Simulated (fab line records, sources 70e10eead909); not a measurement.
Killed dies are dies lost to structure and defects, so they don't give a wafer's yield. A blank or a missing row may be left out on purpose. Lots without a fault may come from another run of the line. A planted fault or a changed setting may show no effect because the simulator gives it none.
A struck lot beside a sound one | flow nand_harc | 14 steps out of a route of 1159
Sound: wafers L938.3, L938.4, L938.5. Struck: wafers L950.1, L950.5, L950.6. The cause comes at the end.
At each step with rows: each side's tool, then ch and its chambers, then its first start. Under that, the readings that differ: sound wafers | struck wafers | difference of the means | sigmas: that difference in standard deviations of wafers without a fault.
alike: readings whose means differ by less than 2 such deviations, and words and numbers that are the same on both sides. not compared: withheld readings, readings that some wafer has no value for, bounds like >300 that may hide the same value, and numbers for which the record gives no deviation and whose values overlap.
The two part at a step that has a row with sigmas, a row that says differs or no value, or rows on one side only. Numbers that don't overlap but have no deviation are shown without sigmas and don't part them. A reading that every wafer of one side lacks parts them only if that side has two wafers or more.

NHARC_A_ONON_D1_THK_MEAS_30: measures by ellipsometry.
  sound on film_metro-01, day 8 02:27; struck on film_metro-01, day 11 07:32
  alike: thk_nm
NHARC_A_ONON_D1_DEP_33: deposits SiO2, target thk 200 nm.
  sound on pecvd-02 ch 0,1,2, day 8 02:33; struck on pecvd-02 ch 1,2, day 11 07:44
  alike: heater_power_w, throttle_valve_pct
  not compared: since_wet_clean_h
NHARC_A_ONON_D1_THK_MEAS_34: measures by ellipsometry.
  sound on film_metro-01, day 8 02:55; struck on film_metro-02, day 11 08:04
  alike: thk_nm
NHARC_A_ONON_D1_INSPECT_32:
  sound on defect_inspect-02, day 8 02:59; struck on defect_inspect-02, day 11 08:08
  alike: raw_defect_count
NHARC_A_CHANNEL_HOLE_D1_DEP_00: deposits aC, target thk 3100 nm.
  sound on acl_dep-01 ch 0, day 8 03:41; struck on acl_dep-03 ch 0, day 11 08:22
  alike: throttle_valve_pct
NHARC_A_CHANNEL_HOLE_D1_DEP_01: deposits SiON, target thk 140 nm.
  sound on pecvd-01 ch 0,2, day 8 05:02; struck on pecvd-02 ch 0,2, day 11 10:24
  alike: heater_power_w
  not compared: since_wet_clean_h
then, 5 steps without rows for these wafers: NHARC_A_CHANNEL_HOLE_D1_DEHYDRATE_02 (time 120 s); NHARC_A_CHANNEL_HOLE_D1_HMDS_03 (time 30 s); NHARC_A_CHANNEL_HOLE_D1_COAT_36 (time 75 s); NHARC_A_CHANNEL_HOLE_D1_COAT_37 (time 65 s); NHARC_A_CHANNEL_HOLE_D1_COAT_04 (resist thk 90 nm).
NHARC_A_CHANNEL_HOLE_D1_SOFTBAKE_05: time 55 s.
  sound on litho_track-01 ch 0, day 8 05:00; struck on litho_track-04 ch 0, day 11 10:00
  reading                  | sound                | struck               | difference | sigmas
  heater_power_total_W (W) | 188.37 188.50 188.45 | 194.25 194.35 194.41 | +5.90      | +42
  plate_temp_C (C)         | 104.88 104.90 104.96 | 107.47 107.60 107.40 | +2.58      | +20
  alike: exhaust_pa
then, 1 step without rows for these wafers: NHARC_A_CHANNEL_HOLE_D1_EBR_06.
-- the record jumps here: 11 days lie between the struck wafers' starts before and after (it left off in module A_CHANNEL_HOLE_D1 and takes up again in module END, whose first step shown is number 1159 of the route) --
NHARC_END_SORT_01:
  the record has rows for the struck wafers here (prober-01 ch 0, day 22 12:49) and none for the sound ones

WHERE THEY PART
First at NHARC_A_CHANNEL_HOLE_D1_SOFTBAKE_05; last, within this record, at NHARC_END_SORT_01.

WHY: what the simulator had put in
Process parameter drift: litho_track-04, from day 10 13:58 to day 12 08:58, at NHARC_A_CHANNEL_HOLE_D1_SOFTBAKE_05. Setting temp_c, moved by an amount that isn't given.
